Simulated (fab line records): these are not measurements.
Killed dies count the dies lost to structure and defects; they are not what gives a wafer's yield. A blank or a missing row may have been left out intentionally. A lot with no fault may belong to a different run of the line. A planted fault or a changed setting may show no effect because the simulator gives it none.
Chamber matching ; flow n5 finfet ; N5_BEOL_M0_SAQP_ETCH_49 on rie diel-06 has 4 sister chambers
The step etches SiO2 in CF4/O2, target depth 37 nm. 18 wafers are shown with their chamber, then 9 later ones without.

WAFERS PAIRED WITH THEIR CHAMBERS
wafer;chamber;showerhead plenum p Torr (Torr);drypump motor current A (A);oes product au (a.u.)
L075.1;3;2.10;5.04;0.73
L075.4;0;2.24;5.42;0.91
L075.5;0;2.24;5.47;0.89
L076.1;2;2.31;5.97;0.79
L076.5;0;2.24;5.43;0.90
L076.6;1;2.25;5.97;0.94
L079.3;1;2.25;6.00;0.93
L079.4;2;2.31;5.93;0.80
L079.6;1;2.25;5.97;0.93
L084.1;1;2.25;5.96;0.91
L084.2;2;2.30;5.99;0.80
L084.5;3;2.09;5.07;0.72
L086.1;2;2.30;5.96;0.79
L086.4;3;2.09;5.06;0.72
L086.5;0;2.24;5.47;0.88
L088.1;2;2.30;5.95;0.80
L088.2;0;2.24;5.44;0.87
L088.5;2;2.30;5.95;0.79

SIGNATURES (averages over the wafers above)
reading;chamber 0;chamber 1;chamber 2;chamber 3;scatter within a chamber
showerhead plenum p Torr;2.2400;2.2500;2.3033;2.0933;0.00378
drypump motor current A;5.4460;5.9750;5.9583;5.0567;0.0199
oes product au;0.8900;0.9275;0.7950;0.7233;0.011
Rule: a wafer's distance from a chamber is the root of the sum, over the readings, of the square of ((its reading less the chamber's mean) divided by the reading's scatter). If the next closest chamber is less than 2 further off than the closest, the wafer can't be placed; otherwise it belongs to the closest. The scatter: take each reading less its chamber's mean, square it, sum over the shown wafers, divide by the number of wafers less the number of chambers, and take the root.

WAFERS WHOSE CHAMBER IS MISSING
wafer;showerhead plenum p Torr (Torr);drypump motor current A (A);oes product au (a.u.)
L089.1;2.24;5.98;0.89
L089.2;2.09;5.07;0.72
L089.5;2.30;5.99;0.78
L095.2;2.30;5.99;0.78
L095.5;2.23;5.44;0.85
L095.6;2.09;5.05;0.71
L097.2;2.23;5.47;0.85
L097.4;2.24;5.99;0.87
L097.6;2.09;5.07;0.71

WHICH CHAMBER EACH WENT THROUGH
wafer;from the rows above;in truth
L089.1;1;1
L089.2;3;3
L089.5;2;2
L095.2;2;2
L095.5;0;0
L095.6;3;3
L097.2;0;0
L097.4;1;1
L097.6;3;3
Correctly placed: 9 of 9. Not placeable from these rows: 0. 0 placed wrongly.
